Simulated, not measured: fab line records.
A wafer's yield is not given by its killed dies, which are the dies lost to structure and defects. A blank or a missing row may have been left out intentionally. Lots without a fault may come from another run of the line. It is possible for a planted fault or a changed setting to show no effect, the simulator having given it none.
The tool behind it: which one? :: flow nand harc :: Sampling: 13 lots, 39 wafers, 5 of 1302 route steps

WHAT THE GAUGES SHOWED, per wafer
NHARC_END_SORT_01. Usual: killed at array 46, standard deviation 16; killed at other 0.9, standard deviation 1.3; killed at periphery 4.1, standard deviation 3; killed dies 51, standard deviation 17; killed open 3.5, standard deviation 1.8; killed short 2.5, standard deviation 1.8.
lot: L904
measured: day 33 02:43
on: prober-01
killed at array: 118 124 124
killed at other: 0 0 0
killed at periphery: 4 3 2
killed dies: 122 127 126
killed open: 6 1 2
killed short: 2 2 2
flag: OFF

lot: L906
measured: day 33 15:07
on: prober-02
killed at array: 120 118 132
killed at other: 1 5 2
killed at periphery: 7 9 6
killed dies: 128 132 140
killed open: 2 3 3
killed short: 5 5 6
flag: OFF

EACH LOT AND THE TOOL THAT RAN IT (in order: tool; ch and the chambers of the sampled wafers; start)
lot: L888
NHARC_A_WL_FILL_CVD_20: cvd w-02 ch 1, day 21 21:24
NHARC_A_BONDPAD_CMP_19: cmp-04 ch 1,2, day 23 23:01
NHARC_THIN_TSV_STRIP_45: plasma asher-02 ch 0,1, day 24 15:14
NHARC_THIN_TSV_DEP_47: pecvd-02 ch 0,1,2, day 24 16:02

lot: L887
NHARC_A_WL_FILL_CVD_20: cvd w-01 ch 1, day 21 21:24
NHARC_A_BONDPAD_CMP_19: cmp-02 ch 0,1,2, day 24 02:10
NHARC_THIN_TSV_STRIP_45: plasma asher-02 ch 0,1, day 24 16:25
NHARC_THIN_TSV_DEP_47: pecvd-01 ch 0,1, day 24 17:19

lot: L885
NHARC_A_WL_FILL_CVD_20: cvd w-01 ch 0,1, day 21 21:35
NHARC_A_BONDPAD_CMP_19: cmp-04 ch 1,2, day 24 01:31
NHARC_THIN_TSV_STRIP_45: plasma asher-02 ch 0,1, day 24 14:10
NHARC_THIN_TSV_DEP_47: pecvd-01 ch 0,1,2, day 24 14:52

lot: L891
NHARC_A_WL_FILL_CVD_20: cvd w-02 ch 0,1, day 24 02:37
NHARC_A_BONDPAD_CMP_19: cmp-04 ch 1,2,3, day 26 08:04
NHARC_THIN_TSV_STRIP_45: plasma asher-02 ch 0,1, day 26 22:39
NHARC_THIN_TSV_DEP_47: pecvd-01 ch 0,1,2, day 26 23:26

lot: L893
NHARC_A_WL_FILL_CVD_20: cvd w-01 ch 0,1, day 25 04:10
NHARC_A_BONDPAD_CMP_19: cmp-02 ch 0,1,3, day 27 09:17
NHARC_THIN_TSV_STRIP_45: plasma asher-02 ch 0,1, day 27 20:50
NHARC_THIN_TSV_DEP_47: pecvd-01 ch 0,2, day 27 21:35

lot: L898
NHARC_A_WL_FILL_CVD_20: cvd w-01 ch 1, day 26 01:21
NHARC_A_BONDPAD_CMP_19: cmp-02 ch 1,2,3, day 28 02:17
NHARC_THIN_TSV_STRIP_45: plasma asher-02 ch 0,1, day 28 16:47
NHARC_THIN_TSV_DEP_47: pecvd-01 ch 0,1, day 28 17:38

lot: L897
NHARC_A_WL_FILL_CVD_20: cvd w-02 ch 0, day 26 07:40
NHARC_A_BONDPAD_CMP_19: cmp-03 ch 1,2, day 28 10:38
NHARC_THIN_TSV_STRIP_45: plasma asher-01 ch 0,1, day 29 03:43
NHARC_THIN_TSV_DEP_47: pecvd-04 ch 0,1,2, day 29 04:29

lot: L899
NHARC_A_WL_FILL_CVD_20: cvd w-01 ch 0,1, day 27 01:46
NHARC_A_BONDPAD_CMP_19: cmp-02 ch 0,2, day 29 03:52
NHARC_THIN_TSV_STRIP_45: plasma asher-02 ch 0,1, day 29 19:55
NHARC_THIN_TSV_DEP_47: pecvd-04 ch 0,1,2, day 29 20:45

lot: L900
NHARC_A_WL_FILL_CVD_20: cvd w-02 ch 0,1, day 27 01:47
NHARC_A_BONDPAD_CMP_19: cmp-04 ch 0,2,3, day 29 04:13
NHARC_THIN_TSV_STRIP_45: plasma asher-02 ch 0,1, day 29 21:10
NHARC_THIN_TSV_DEP_47: pecvd-04 ch 0,1, day 29 21:58

lot: L901
NHARC_A_WL_FILL_CVD_20: cvd w-02 ch 1, day 28 08:34
NHARC_A_BONDPAD_CMP_19: cmp-04 ch 1,2,3, day 30 18:37
NHARC_THIN_TSV_STRIP_45: plasma asher-01 ch 0,1, day 31 09:27
NHARC_THIN_TSV_DEP_47: pecvd-02 ch 0,1,2, day 31 10:20

lot: L903
NHARC_A_WL_FILL_CVD_20: cvd w-02 ch 0,1, day 29 03:14
NHARC_A_BONDPAD_CMP_19: cmp-03 ch 0,1,2, day 31 09:26
NHARC_THIN_TSV_STRIP_45: plasma asher-02 ch 0,1, day 32 04:49
NHARC_THIN_TSV_DEP_47: pecvd-04 ch 0,1,2, day 32 05:38

lot: L904
NHARC_A_WL_FILL_CVD_20: cvd w-01 ch 0,1, day 29 08:30
NHARC_A_BONDPAD_CMP_19: cmp-03 ch 0,2,3, day 31 16:41
NHARC_THIN_TSV_STRIP_45: plasma asher-01 ch 0,1, day 32 12:50
NHARC_THIN_TSV_DEP_47: pecvd-02 ch 0,1,2, day 32 13:38

lot: L906
NHARC_A_WL_FILL_CVD_20: cvd w-01 ch 0,1, day 30 07:35
NHARC_A_BONDPAD_CMP_19: cmp-04 ch 0,2,3, day 32 10:58
NHARC_THIN_TSV_STRIP_45: plasma asher-02 ch 0,1, day 33 00:49
NHARC_THIN_TSV_DEP_47: pecvd-02 ch 1,2, day 33 01:37
- NHARC_A_WL_FILL_CVD_20: deposits W, target thk 100 nm, time 74 s.
- NHARC_A_BONDPAD_CMP_19: polishes, t overpolish 30 s, cu recess touch 16 s, target thk 169.82 nm.
- NHARC_THIN_TSV_STRIP_45: strips in O2.
- NHARC_THIN_TSV_DEP_47: deposits SiO2, target thk 200 nm.

AS READ BY THE TOOLS THEMSELVES (means over the sampled wafers that have a number; for cases with no such wafer, the mark the record gives instead)
NHARC_A_WL_FILL_CVD_20. Usual: heater power outer w 528 W, standard deviation 42; heater power w 798 W, standard deviation 28; throttle valve pct 8.1 %, standard deviation 0.3.
lot: L888
tool: cvd w-02
heater power outer w (W): 597
heater power w (W): 852
throttle valve pct (%): 8.3
flag: 

lot: L887
tool: cvd w-01
heater power outer w (W): 487
heater power w (W): 801
throttle valve pct (%): 7.9
flag: 

lot: L885
tool: cvd w-01
heater power outer w (W): 528
heater power w (W): 791
throttle valve pct (%): 8.2
flag: 

lot: L891
tool: cvd w-02
heater power outer w (W): 566
heater power w (W): 831
throttle valve pct (%): 8.2
flag: 

lot: L893
tool: cvd w-01
heater power outer w (W): 514
heater power w (W): 788
throttle valve pct (%): 8.4
flag: 

lot: L898
tool: cvd w-01
heater power outer w (W): 495
heater power w (W): 793
throttle valve pct (%): 8.1
flag: 

lot: L897
tool: cvd w-02
heater power outer w (W): 495
heater power w (W): 783
throttle valve pct (%): 7.7
flag: 

lot: L899
tool: cvd w-01
heater power outer w (W): 500
heater power w (W): 780
throttle valve pct (%): 8.2
flag: 

lot: L900
tool: cvd w-02
heater power outer w (W): 533
heater power w (W): 808
throttle valve pct (%): 8.1
flag: 

lot: L901
tool: cvd w-02
heater power outer w (W): 576
heater power w (W): 816
throttle valve pct (%): 7.9
flag: 

lot: L903
tool: cvd w-02
heater power outer w (W): 509
heater power w (W): 769
throttle valve pct (%): 7.9
flag: 

lot: L904
tool: cvd w-01
heater power outer w (W): 510
heater power w (W): 782
throttle valve pct (%): 8.3
flag: 

lot: L906
tool: cvd w-01
heater power outer w (W): 510
heater power w (W): 782
throttle valve pct (%): 8.3
flag: 

NHARC_A_BONDPAD_CMP_19. Usual: motor current A 12.1 A, standard deviation 1.1; overpolish run s 29.999 s, standard deviation 0.0086.
lot: L888
tool: cmp-04
motor current A (A): 12.5
overpolish run s (s): 29.997
flag: 

lot: L887
tool: cmp-02
motor current A (A): 12.5
overpolish run s (s): 29.998
flag: 

lot: L885
tool: cmp-04
motor current A (A): 12.1
overpolish run s (s): 30.000
flag: 

lot: L891
tool: cmp-04
motor current A (A): 12.0
overpolish run s (s): 30.000
flag: 

lot: L893
tool: cmp-02
motor current A (A): 12.5
overpolish run s (s): 30.004
flag: 

lot: L898
tool: cmp-02
motor current A (A): 11.9
overpolish run s (s): 29.995
flag: 

lot: L897
tool: cmp-03
motor current A (A): 12.6
overpolish run s (s): 30.001
flag: 

lot: L899
tool: cmp-02
motor current A (A): 12.7
overpolish run s (s): 30.012
flag: 

lot: L900
tool: cmp-04
motor current A (A): 12.3
overpolish run s (s): 30.000
flag: 

lot: L901
tool: cmp-04
motor current A (A): 11.9
overpolish run s (s): 30.011
flag: 

lot: L903
tool: cmp-03
motor current A (A): 12.3
overpolish run s (s): 29.996
flag: 

lot: L904
tool: cmp-03
motor current A (A): 11.8
overpolish run s (s): 29.999
flag: 

lot: L906
tool: cmp-04
motor current A (A): 12.0
overpolish run s (s): 29.999
flag: 

NHARC_THIN_TSV_STRIP_45. Usual: drypump motor current A 5.9 A, standard deviation 0.53; heater power w 341 W, standard deviation 17; temp c 250.03 C, standard deviation 0.17.
lot: L888
tool: plasma asher-02
drypump motor current A (A): 6.0
heater power w (W): 346
temp c (C): 249.91
flag: 

lot: L887
tool: plasma asher-02
drypump motor current A (A): 6.3
heater power w (W): 354
temp c (C): 250.13
flag: 

lot: L885
tool: plasma asher-02
drypump motor current A (A): 6.3
heater power w (W): 352
temp c (C): 250.07
flag: 

lot: L891
tool: plasma asher-02
drypump motor current A (A): 6.0
heater power w (W): 356
temp c (C): 250.02
flag: 

lot: L893
tool: plasma asher-02
drypump motor current A (A): 6.0
heater power w (W): 350
temp c (C): 249.96
flag: 

lot: L898
tool: plasma asher-02
drypump motor current A (A): 6.0
heater power w (W): 356
temp c (C): 249.93
flag: 

lot: L897
tool: plasma asher-01
drypump motor current A (A): 5.2
heater power w (W): 320
temp c (C): 249.98
flag: 

lot: L899
tool: plasma asher-02
drypump motor current A (A): 6.3
heater power w (W): 347
temp c (C): 249.98
flag: 

lot: L900
tool: plasma asher-02
drypump motor current A (A): 6.0
heater power w (W): 352
temp c (C): 249.94
flag: 

lot: L901
tool: plasma asher-01
drypump motor current A (A): 5.3
heater power w (W): 318
temp c (C): 249.94
flag: 

lot: L903
tool: plasma asher-02
drypump motor current A (A): 6.3
heater power w (W): 359
temp c (C): 249.97
flag: 

lot: L904
tool: plasma asher-01
drypump motor current A (A): 5.2
heater power w (W): 315
temp c (C): 249.92
flag: 

lot: L906
tool: plasma asher-02
drypump motor current A (A): 6.3
heater power w (W): 348
temp c (C): 249.99
flag: 

NHARC_THIN_TSV_DEP_47. Usual: 15.8 % for throttle valve pct, sd 0.48.
lot: L888
tool: pecvd-02
throttle valve pct (%): 16.4
flag: 

lot: L887
tool: pecvd-01
throttle valve pct (%): 16.0
flag: 

lot: L885
tool: pecvd-01
throttle valve pct (%): 15.3
flag: 

lot: L891
tool: pecvd-01
throttle valve pct (%): 15.6
flag: 

lot: L893
tool: pecvd-01
throttle valve pct (%): 15.5
flag: 

lot: L898
tool: pecvd-01
throttle valve pct (%): 16.1
flag: 

lot: L897
tool: pecvd-04
throttle valve pct (%): 15.6
flag: 

lot: L899
tool: pecvd-04
throttle valve pct (%): 15.6
flag: 

lot: L900
tool: pecvd-04
throttle valve pct (%): 15.5
flag: 

lot: L901
tool: pecvd-02
throttle valve pct (%): 16.3
flag: 

lot: L903
tool: pecvd-04
throttle valve pct (%): 15.7
flag: 

lot: L904
tool: pecvd-02
throttle valve pct (%): 16.2
flag: 

lot: L906
tool: pecvd-02
throttle valve pct (%): 16.3
flag: 

THE ANSWER, worked out from the rows above alone
Rule: a lot counts as off when the mean over its wafers that have a number is more than 3 standard deviations away from the usual mean. Also off: a lot with no number at a reading for which 4 or more lots have one. All remaining lots with rows at the step are treated as sound. After the gauges, taken in route order, come the tools' own readings; for these a lot's mean is taken, as printed above. At the first step where some lot is off, the reading lying furthest off is the one used; lots without a number count as furthest.
Off at NHARC_END_SORT_01 (killed dies): L904, L906. Neither off nor sound, because the step has no rows for them: L888, L887, L885, L891, L893, L898, L897, L899, L900, L901, L903.
If a tool, at a process step before that reading, ran all the lots that are off and no sound lot after the first of them, it fits. The gauges at NHARC_END_SORT_01 are tried like those tools. Can't be told from this: 2 tools fit, cvd w-01 at NHARC_A_WL_FILL_CVD_20, pecvd-02 at NHARC_THIN_TSV_DEP_47.

WHAT THE SIMULATOR HAD INSERTED
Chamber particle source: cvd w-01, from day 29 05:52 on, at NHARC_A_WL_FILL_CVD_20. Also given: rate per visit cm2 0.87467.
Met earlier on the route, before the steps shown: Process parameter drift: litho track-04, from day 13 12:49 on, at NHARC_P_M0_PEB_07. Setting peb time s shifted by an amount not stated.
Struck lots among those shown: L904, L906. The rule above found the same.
